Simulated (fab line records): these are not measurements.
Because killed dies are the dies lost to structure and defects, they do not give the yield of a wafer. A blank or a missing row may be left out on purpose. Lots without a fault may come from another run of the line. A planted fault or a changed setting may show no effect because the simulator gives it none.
Which tool did it? | flow n5-finfet | 27 wafers from 9 lots sampled at 7 of the route's 1938 steps

== WHAT THE GAUGES READ, wafer by wafer ==
N5_BEOL_M3_INSPECT_59: inspects for defects (darkfield). Usual: raw-defect-count 62, standard deviation 20.
lot  | measured     | on                | raw-defect-count | flag
L462 | day 7 22:38  | defect-inspect-01 | 74 53 66         |
L464 | day 8 03:18  | defect-inspect-01 | 93 61 51         |
L466 | day 8 15:34  | defect-inspect-02 | 43 79 66         |
L467 | day 9 02:31  | defect-inspect-02 | 44 69 69         |
L472 | day 10 10:59 | defect-inspect-02 | 55 78 57         |
L478 | day 11 14:09 | defect-inspect-01 | 1013 1003 1006   | OFF
L477 | day 11 22:54 | defect-inspect-02 | 996 1005 1071    | OFF
L483 | day 12 23:25 | defect-inspect-02 | 42 94 100        |
L484 | day 13 07:52 | defect-inspect-01 | 47 51 28         |

N5_BEOL_M4_INSPECT_13: inspects for defects (brightfield). Usual: raw-defect-count 362, standard deviation 76.
lot  | measured     | on                | raw-defect-count | flag
L462 | day 7 23:58  | defect-inspect-02 | 368 351 434      |
L464 | day 8 04:49  | defect-inspect-02 | 388 362 508      |
L466 | day 8 16:34  | defect-inspect-02 | 240 512 388      |
L467 | day 9 03:25  | defect-inspect-02 | 371 366 433      |
L472 | day 10 11:50 | defect-inspect-02 | 295 377 327      |
L478 | day 11 15:35 | defect-inspect-02 | 1279 1226 1234   | OFF
L477 | day 12 02:44 | defect-inspect-02 | 1223 1301 1275   | OFF
L483 | day 13 00:14 | defect-inspect-02 | 287 370 409      |
L484 | day 13 08:59 | defect-inspect-02 | 259 321 266      |

N5_BEOL_M4_RC_MEAS_101. Usual: DIBL_N 36.4 mV/V, standard deviation 1.5; DIBL_P 36.6 mV/V, standard deviation 1.9; IOFF_N 0.155 nA/um, standard deviation 0.021; IOFF_P 0.211 nA/um, standard deviation 0.028; ION_N 671 uA/um, standard deviation 8.6; ION_P 462 uA/um, standard deviation 5.8; SS_N 71.5 mV/dec, standard deviation 0.5; SS_P 73.4 mV/dec, standard deviation 0.58; VT_N 250.1 mV, standard deviation 2.4; VT_P -250.1 mV, standard deviation 3.
lot  | measured     | on        | DIBL_N (mV/V)  | DIBL_P (mV/V)  | IOFF_N (nA/um)    | IOFF_P (nA/um)    | ION_N (uA/um) | ION_P (uA/um) | SS_N (mV/dec)  | SS_P (mV/dec)  | VT_N (mV)         | VT_P (mV)            | flag
L462 | day 8 08:29  | prober-01 | 35.7 36.7 35.8 | 35.7 36.6 35.5 | 0.152 0.157 0.149 | 0.207 0.215 0.198 | 677 676 664   | 464 468 460   | 71.3 71.8 71.7 | 73.3 73.8 74.5 | 249.9 249.4 251.1 | -250.3 -251.7 -249.5 |
L464 | day 8 18:28  | prober-01 | 37.2 38.2 34.9 | 39.2 39.4 36.1 | 0.161 0.176 0.127 | 0.217 0.220 0.173 | 673 674 660   | 462 460 453   | 71.3 72.0 71.1 | 73.6 73.9 72.8 | 252.4 250.6 256.3 | -251.4 -250.6 -252.3 |
L466 | day 8 22:37  | prober-01 | 34.9 34.0 33.9 | 34.8 33.9 33.5 | 0.137 0.129 0.126 | 0.224 0.204 0.202 | 657 661 660   | 464 463 466   | 70.6 70.9 71.0 | 72.8 72.6 72.7 | 254.1 256.0 249.6 | -246.3 -251.0 -251.1 |
L467 | day 9 15:51  | prober-02 | 36.5 34.8 36.1 | 36.7 33.9 36.1 | 0.155 0.126 0.144 | 0.208 0.179 0.205 | 673 664 669   | 460 459 462   | 71.6 71.2 71.3 | 73.4 72.0 73.7 | 250.9 250.4 252.1 | -250.0 -253.1 -252.4 |
L472 | day 10 21:17 | prober-02 | 38.7 37.9 35.8 | 38.5 37.2 34.8 | 0.179 0.162 0.128 | 0.225 0.197 0.170 | 667 675 660   | 459 458 449   | 71.6 72.3 71.3 | 74.1 73.1 73.0 | 249.6 250.2 255.4 | -251.0 -252.6 -253.6 |
L478 | day 12 04:40 | prober-01 | 37.4 37.3 37.6 | 37.4 37.3 37.9 | 0.165 0.157 0.167 | 0.216 0.215 0.225 | 673 661 669   | 456 459 466   | 72.4 72.3 71.7 | 73.7 73.1 73.4 | 249.8 250.2 250.1 | -250.1 -250.8 -247.8 |
L477 | day 12 09:46 | prober-01 | 37.7 37.2 38.2 | 37.4 37.2 38.3 | 0.158 0.149 0.169 | 0.238 0.240 0.260 | 669 665 671   | 463 462 471   | 72.0 71.5 71.9 | 73.7 73.4 73.4 | 249.9 249.9 249.4 | -249.9 -250.2 -246.3 |
L483 | day 13 09:25 | prober-01 | 32.6 34.9 34.2 | 33.7 35.5 34.8 | 0.128 0.152 0.143 | 0.168 0.209 0.188 | 670 677 679   | 469 471 467   | 71.4 71.3 71.7 | 72.8 73.7 73.1 | 252.5 249.9 251.6 | -250.6 -246.6 -253.1 |
L484 | day 13 20:34 | prober-02 | 37.5 36.8 38.2 | 37.3 37.3 38.1 | 0.160 0.155 0.175 | 0.168 0.173 0.183 | 675 675 691   | 452 458 461   | 72.1 70.9 71.8 | 73.6 73.6 73.1 | 248.8 248.2 247.3 | -257.4 -256.5 -256.1 |

== EACH LOT AND THE TOOL THAT RAN IT (in order: tool; ch and the chambers of the sampled wafers; start) ==
lot  | N5_BEOL_M3_SPUTTER_90        | N5_BEOL_M3_ANNEAL_95         | N5_BEOL_M3_SPUTTER_96        | N5_BEOL_M3_DEP_57
L462 | pvd-sputter-01, day 7 20:50  | pvd-sputter-01, day 7 21:25  | pvd-sputter-01, day 7 21:34  | pecvd-03 ch 1,2, day 7 22:33
L464 | pvd-sputter-03, day 8 01:34  | pvd-sputter-03, day 8 02:05  | pvd-sputter-03, day 8 02:13  | pecvd-03 ch 0,1, day 8 03:12
L466 | pvd-sputter-02, day 8 13:49  | pvd-sputter-02, day 8 14:20  | pvd-sputter-02, day 8 14:28  | pecvd-04 ch 0,1,2, day 8 15:28
L467 | pvd-sputter-03, day 9 00:47  | pvd-sputter-03, day 9 01:19  | pvd-sputter-03, day 9 01:27  | pecvd-01 ch 1,2, day 9 02:26
L472 | pvd-sputter-01, day 10 09:06 | pvd-sputter-01, day 10 09:37 | pvd-sputter-01, day 10 09:46 | pecvd-04 ch 0,1,2, day 10 10:53
L478 | pvd-sputter-02, day 11 12:25 | pvd-sputter-02, day 11 12:56 | pvd-sputter-02, day 11 13:04 | pecvd-03 ch 0,1, day 11 14:03
L477 | pvd-sputter-01, day 11 21:10 | pvd-sputter-01, day 11 21:41 | pvd-sputter-01, day 11 21:50 | pecvd-03 ch 0,2, day 11 22:49
L483 | pvd-sputter-03, day 12 21:40 | pvd-sputter-03, day 12 22:11 | pvd-sputter-03, day 12 22:20 | pecvd-01 ch 0,1, day 12 23:19
L484 | pvd-sputter-01, day 13 05:50 | pvd-sputter-01, day 13 06:21 | pvd-sputter-01, day 13 06:29 | pecvd-04 ch 0,2, day 13 07:46
- N5_BEOL_M3_SPUTTER_90: material Cu, target thk 4.5 nm, time 8.29 s.
- N5_BEOL_M3_ANNEAL_95: time 240 s.
- N5_BEOL_M3_SPUTTER_96: material Cu, target thk 4.5 nm, time 8.29 s.
- N5_BEOL_M3_DEP_57: deposits SiCN from 3MS/NH3, target thk 8 nm, time 14 s.

== WHAT THE TOOLS THEMSELVES READ (means of the sampled wafers that have a number; where no wafer has one, the mark that the record gives instead) ==
N5_BEOL_M3_SPUTTER_90. Usual: throttle-valve-pct 29.9 %, standard deviation 1.
lot  | tool           | throttle-valve-pct (%) | flag
L462 | pvd-sputter-01 | 30.2                   |
L464 | pvd-sputter-03 | 29.9                   |
L466 | pvd-sputter-02 | 29.9                   |
L467 | pvd-sputter-03 | 28.9                   |
L472 | pvd-sputter-01 | 30.1                   |
L478 | pvd-sputter-02 | 29.9                   |
L477 | pvd-sputter-01 | 30.7                   |
L483 | pvd-sputter-03 | 30.3                   |
L484 | pvd-sputter-01 | 30.2                   |

N5_BEOL_M3_ANNEAL_95. Usual: heater-power-w 869 W, standard deviation 110.
lot  | tool           | heater-power-w (W) | flag
L462 | pvd-sputter-01 | 836                |
L464 | pvd-sputter-03 | 928                |
L466 | pvd-sputter-02 | 844                |
L467 | pvd-sputter-03 | 929                |
L472 | pvd-sputter-01 | 811                |
L478 | pvd-sputter-02 | 937                |
L477 | pvd-sputter-01 | 852                |
L483 | pvd-sputter-03 | 822                |
L484 | pvd-sputter-01 | 812                |

N5_BEOL_M3_SPUTTER_96. Usual: throttle-valve-pct 29.9 %, standard deviation 1.1.
lot  | tool           | throttle-valve-pct (%) | flag
L462 | pvd-sputter-01 | 30.2                   |
L464 | pvd-sputter-03 | 29.8                   |
L466 | pvd-sputter-02 | 29.7                   |
L467 | pvd-sputter-03 | 28.9                   |
L472 | pvd-sputter-01 | 30.2                   |
L478 | pvd-sputter-02 | 29.9                   |
L477 | pvd-sputter-01 | 30.8                   |
L483 | pvd-sputter-03 | 30.4                   |
L484 | pvd-sputter-01 | 30.0                   |

N5_BEOL_M3_DEP_57. Usual: showerhead-plenum-p-Torr 3.670 Torr, standard deviation 0.01; throttle-valve-pct 8.8 %, standard deviation 0.44.
lot  | tool     | showerhead-plenum-p-Torr (Torr) | throttle-valve-pct (%) | flag
L462 | pecvd-03 | 3.672                           | 9.1                    |
L464 | pecvd-03 | 3.662                           | 8.5                    |
L466 | pecvd-04 | 3.674                           | 8.7                    |
L467 | pecvd-01 | 3.678                           | 8.9                    |
L472 | pecvd-04 | 3.669                           | 8.9                    |
L478 | pecvd-03 | 3.665                           | 8.8                    |
L477 | pecvd-03 | 3.660                           | 8.4                    |
L483 | pecvd-01 | 3.679                           | 8.8                    |
L484 | pecvd-04 | 3.663                           | 8.5                    |

== THE ANSWER, worked out from the rows above alone ==
Rule: a lot counts as off when the mean over its wafers that have a number is more than 3 standard deviations away from the usual mean. Also off: a lot with no number at a reading for which 4 or more lots have one. Where the step has rows for the other lots, those lots are counted as sound. Order of review: gauges by route order, followed by the tools' own readings, for which a lot's mean as printed above is used. At the first step where some lot is off, the reading lying furthest off is the one used; lots without a number count as furthest.
Off, at N5_BEOL_M3_INSPECT_59 on raw-defect-count: L478, L477.
A tool fits if, at a process step before that reading, it ran every lot that is off, and no sound lot after the first of them. Gauges at N5_BEOL_M3_INSPECT_59: tried the same way as those tools. One fits: N5_BEOL_M3_DEP_57 on pecvd-03. A fault onset in the window from L464 (day 8 03:12, its last sound lot) to L478 (day 11 14:03, its first lot off) fits.

== WHAT THE SIMULATOR HAD INSERTED ==
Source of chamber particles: pecvd-03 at N5_BEOL_M3_DEP_57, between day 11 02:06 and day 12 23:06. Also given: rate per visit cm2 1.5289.
Shown lots that were struck: L478, L477. The rule above found the same.
